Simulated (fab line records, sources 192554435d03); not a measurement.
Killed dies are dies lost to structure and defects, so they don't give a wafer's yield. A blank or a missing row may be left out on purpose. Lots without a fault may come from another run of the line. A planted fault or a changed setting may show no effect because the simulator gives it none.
Chamber matching | flow n5_finfet | N5_BEOL_M10_ETCH_65 on rie_diel-01: 4 sister chambers
The step etches SiARC in CF4, target depth 39 nm, time 65 s. 18 wafers are shown with their chamber, then 9 later ones without.

WAFERS WITH THEIR CHAMBER
wafer  | chamber | drypump_motor_current_A (A) | throttle_valve_pct (%) | etch_rf_on_time_s (s)
L075.2 | 3       | 5.6                         | 15.97                  | 62.7
L075.3 | 1       | 5.8                         | 15.40                  | 64.4
L075.6 | 0       | 6.0                         | 16.01                  | 68.3
L077.1 | 3       | 5.6                         | 15.98                  | 62.9
L077.2 | 1       | 5.8                         | 15.43                  | 64.4
L077.5 | 2       | 6.4                         | 15.32                  | 65.0
L084.1 | 2       | 6.4                         | 15.34                  | 64.7
L084.2 | 0       | 5.9                         | 16.06                  | 68.4
L084.4 | 3       | 5.6                         | 16.01                  | 63.3
L086.2 | 2       | 6.5                         | 15.36                  | 66.1
L086.3 | 0       | 5.9                         | 16.06                  | 69.0
L086.4 | 1       | 5.8                         | 15.47                  | 65.4
L085.1 | 1       | 5.8                         | 15.48                  | 64.4
L085.4 | 2       | 6.5                         | 15.36                  | 65.4
L085.5 | 3       | 5.6                         | 16.02                  | 63.4
L091.1 | 2       | 6.4                         | 15.39                  | 66.1
L091.4 | 0       | 5.9                         | 15.58                  | 66.7
L091.5 | 2       | 6.4                         | 15.39                  | 65.4

SIGNATURES (means of the wafers above)
reading                 | chamber 0 | chamber 1 | chamber 2 | chamber 3 | scatter within a chamber
drypump_motor_current_A | 5.925     | 5.800     | 6.433     | 5.600     | 0.0386
throttle_valve_pct      | 15.9275   | 15.4450   | 15.3600   | 15.9950   | 0.111
etch_rf_on_time_s       | 68.100    | 64.650    | 65.450    | 63.075    | 0.632
Rule: a wafer's distance from a chamber is the root of the sum, over the readings, of the square of ((its reading less the chamber's mean) divided by the reading's scatter). The wafer belongs to the nearest chamber; if the next one is less than 2 further off, it can't be placed. The scatter: the root of (the sum of the squares of (reading less its chamber's mean) over the shown wafers, divided by (wafers less chambers)).

WAFERS WITHOUT THEIR CHAMBER
wafer  | drypump_motor_current_A (A) | throttle_valve_pct (%) | etch_rf_on_time_s (s)
L092.1 | 6.5                         | 15.40                  | 65.8
L092.2 | 5.8                         | 15.53                  | 64.9
L092.4 | 5.6                         | 16.03                  | 64.0
L094.4 | 5.9                         | 15.58                  | 66.4
L094.5 | 5.6                         | 16.05                  | 63.8
L094.6 | 5.9                         | 15.59                  | 66.2
L097.3 | 5.6                         | 16.06                  | 63.8
L097.4 | 6.4                         | 15.41                  | 66.5
L097.6 | 5.8                         | 15.53                  | 64.9

WHICH CHAMBER EACH WENT THROUGH
wafer  | from the rows above     | in truth
L092.1 | 2                       | 2
L092.2 | 1                       | 1
L092.4 | 3                       | 3
L094.4 | can't be placed: 1 or 0 | 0
L094.5 | 3                       | 3
L094.6 | can't be placed: 1 or 0 | 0
L097.3 | 3                       | 3
L097.4 | 2                       | 2
L097.6 | 1                       | 1
Placed correctly: 7 of 9. Can't be placed from these rows: 2 (the true chamber is among the candidates in 2). Placed wrongly: 0.
